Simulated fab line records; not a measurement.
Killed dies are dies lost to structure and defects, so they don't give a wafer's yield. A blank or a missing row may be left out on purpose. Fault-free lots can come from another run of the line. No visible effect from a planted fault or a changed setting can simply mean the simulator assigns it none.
A struck lot beside a sound one + flow nand harc + 15 out of 1302 route steps
Sound: the wafers L415.1, L415.3, L415.6. Struck: wafers L435.1, L435.4. (L435.2 of the same lot was not struck and is left out.) The cause comes at the end.
Each step with rows lists, per side, the tool, then ch with its chambers, then its first start. Under that, the readings that differ: sound wafers + struck wafers + difference of the means + sigmas: that difference in standard deviations of wafers without a fault.
alike: words and numbers the same on both sides, and readings whose means are apart by under 2 such deviations; not compared: readings that were withheld, readings missing a value for some wafer, numbers with overlapping values and no deviation given by the record, and bounds like >300 which may hide the same value.
A row with sigmas, a row that says differs or no value, or rows on one side alone: a step with any of these is where the two part. Numbers that don't overlap but have no deviation are shown without sigmas and don't part them. A reading missing from all wafers of one side parts the sides only when that side holds two or more wafers.

NHARC_A_SGD_CUT_INSPECT_11:
  sound: defect inspect-02 at day 20 10:23; struck: defect inspect-02 at day 27 13:32
  alike: raw defect count
NHARC_A_SGD_CUT_DESCUM_14: chemistry O2, time 3 s.
  sound on rie diel-13 ch 0,1, day 20 10:27; struck on rie diel-13 ch 0,1, day 27 13:37
  alike: drypump motor current A, oes product au, rf vpp V, showerhead plenum p Torr, throttle valve pct
  not compared: rf hours counter h
then, 1 step without rows for these wafers: NHARC_A_SGD_CUT_ETCH_58 (etches the open film in CF4, target depth 39 nm, time 65 s).
NHARC_A_SGD_CUT_ETCH_59: etches the open film in N2/H2, target depth 260 nm, time 406.25 s.
  sound on rie diel-13 ch 0,2,3; struck on rie diel-13 ch 0,1
  alike: drypump motor current A, oes product au, rf vpp V, showerhead plenum p Torr, throttle valve pct
  not compared: rf hours counter h
NHARC_A_SGD_CUT_ETCH_15: etches the open film in CH3F/O2, target depth 75 nm, time 64.3 s.
  sound on rie diel-13 ch 0,2,3; struck on rie diel-13 ch 0,2
  alike: drypump motor current A, oes product au, rf vpp V, showerhead plenum p Torr, throttle valve pct
  not compared: rf hours counter h
NHARC_A_SGD_CUT_ETCH_16: etches the open film in C4F8/O2/Ar, target depth 310.5 nm, time 155.2 s.
  sound on rie diel-13 ch 0,1,3; struck on rie diel-13 ch 0,1
  alike: oes product au, rf vpp V
  not compared: rf hours counter h
then, 1 step without rows for these wafers: NHARC_A_SGD_CUT_STRIP_60 (strips in C4F8/O2/Ar).
NHARC_A_SGD_CUT_STRIP_17: strips in O2.
  sound on rie diel-13 ch 1,2; struck on rie diel-13 ch 0,2
  alike: drypump motor current A, oes product au, rf vpp V, showerhead plenum p Torr, throttle valve pct
  not compared: rf hours counter h
then, 4 steps without rows for these wafers: NHARC_A_SGD_CUT_PRECLEAN_18 (cleans in SC1); NHARC_A_SGD_CUT_SRD_19; NHARC_A_SGD_CUT_DEP_20 (deposits SiO2, target thk 150 nm); NHARC_A_SGD_CUT_ANNEAL_27 (time 1800 s).
NHARC_A_SGD_CUT_CMP_21: polishes, target thk 148.19 nm.
  sound on cmp-04 ch 0,3, day 20 16:25; struck on cmp-03 ch 2,3, day 27 17:03
| reading                | sound          | struck    | difference | sigmas |
|------------------------|----------------|-----------|------------|--------|
| motor current A (A)    | 13.6 15.5 15.3 | 12.2 10.9 | -3.2       | -2     |
| time to endpoint s (s) | 47 53 56       | 29 24     | -26        | -7     |
NHARC_A_SGD_CUT_THK_MEAS_22: measures by ellipsometry.
  sound: film metro-01 at day 20 16:41; struck: film metro-01 at day 27 17:19
  alike: thk nm
NHARC_END_SORT_01:
  the record has rows for the sound wafers here (prober-01 ch 0, day 25 10:56) and none for the struck ones

== WHERE THEY PART ==
First at NHARC_A_SGD_CUT_CMP_21; last, within this record, at NHARC_END_SORT_01.

WHY: whatever the simulator had introduced
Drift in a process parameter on cmp-03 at NHARC_A_SGD_CUT_CMP_21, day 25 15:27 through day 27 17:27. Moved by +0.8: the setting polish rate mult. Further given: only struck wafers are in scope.
